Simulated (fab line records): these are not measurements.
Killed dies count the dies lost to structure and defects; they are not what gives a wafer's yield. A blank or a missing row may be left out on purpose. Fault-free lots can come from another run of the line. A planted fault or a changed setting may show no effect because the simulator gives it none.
Lot-split experiment    flow n5Finfet    21 wafers read across 7 lots, on a route 1938 steps long

ON THE SPLIT
At N5_ZERO_LAYER_COAT_05 (resist thk 1000 nm), the setting spinRpm was moved away from the recipe's 1500 rpm on 7 of the 21 wafers read, by -7.2% to +5.2%. For the rest of the wafers, this setting stayed at what the recipe calls for.

Reading taken at the split's own step.

THE READING
coat_of_ZERO_LAYER_COAT_05.thkNm (the simulator's own value, which no gauge read), in nm, at N5_ZERO_LAYER_COAT_05 (resist thk 1000 nm). No usual value for it is given in the file. Average 1000.5 nm, standard deviation 2.2 nm, over the 14 wafers here run with the recipe.

wafer   tool, chamber at the split  spinRpm as run, rpm  against the recipe  coat_of_ZERO_LAYER_COAT_05.thkNm, nm  against lot-mates on the recipe
L075.1  lithoTrack-03, 0            1578                 +5.2%               976.4                                 -23.6
L075.2  lithoTrack-03, 0            1578                 +5.2%               970.2                                 -29.8
L075.5  lithoTrack-03, 0            1500                 recipe              1000                                  -
L078.1  lithoTrack-03, 0            1500                 recipe              999.2                                 -
L078.2  lithoTrack-03, 0            1500                 recipe              998.3                                 -
L078.5  lithoTrack-03, 0            1500                 recipe              998.8                                 -
L079.2  lithoTrack-02, 0            1500                 recipe              999.1                                 -
L079.3  lithoTrack-02, 0            1500                 recipe              997.9                                 -
L079.4  lithoTrack-02, 0            1551                 +3.4%               981.4                                 -17.1
L085.1  lithoTrack-01, 0            1500                 recipe              1001                                  -
L085.5  lithoTrack-01, 0            1392                 -7.2%               1038                                  +36.0
L085.6  lithoTrack-01, 0            1500                 recipe              1003                                  -
L090.2  lithoTrack-03, 0            1500                 recipe              1004                                  -
L090.5  lithoTrack-03, 0            1408                 -6.1%               1030                                  +28.9
L090.6  lithoTrack-03, 0            1500                 recipe              998.2                                 -
L096.1  lithoTrack-02, 0            1415                 -5.7%               1031                                  +26.0
L096.4  lithoTrack-02, 0            1415                 -5.7%               1035                                  +30.0
L096.6  lithoTrack-02, 0            1500                 recipe              1005                                  -
L097.1  lithoTrack-02, 0            1500                 recipe              1003                                  -
L097.2  lithoTrack-02, 0            1500                 recipe              1000                                  -
L097.4  lithoTrack-02, 0            1500                 recipe              1000                                  -

FIT RESULTS
A straight line over all 21 wafers: coat_of_ZERO_LAYER_COAT_05.thkNm changes by -5.32 nm for each +1% of spinRpm; r = -0.99; the points scatter about the line by 2.5 nm.
The same after taking each lot's own level away (the mean of its wafers on the recipe; 21 wafers): -4.98 nm for each +1%; r = -0.99; scatter 1.7 nm.
The reading moves by 36 nm for the largest change in spinRpm, on that fit.
Measured against the standard deviation above, the lots' own levels, which go from 998.50 to 1005.00 nm, span 2.9 times it.
The two slopes agree, so the slope changes little with the lot-to-lot level.
Check: for one of the wafers moved furthest among these (-7.2%), held out of the fit, the line's prediction against its lot-mates is +35.5 nm. It came out at +36 nm against them.

THE WHOLE CHAIN: every reading that the file lists as answering this split, in the file's order
step                    what it does        reading                                                                            change (the file's fit)               r (the file's)
N5_ZERO_LAYER_COAT_05   resist thk 1000 nm  coat_of_ZERO_LAYER_COAT_05.thkNm (the simulator's own value, which no gauge read)  -5.01 nm for each +1% of the setting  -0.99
N5_ZERO_LAYER_STRIP_24  strips in O2        stripTimeToEndpointS                                                               withheld for each +1% of the setting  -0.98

FILE'S OWN FIT
coat_of_ZERO_LAYER_COAT_05.thkNm changes by -5.01 nm for each +1% of spinRpm, r = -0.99.
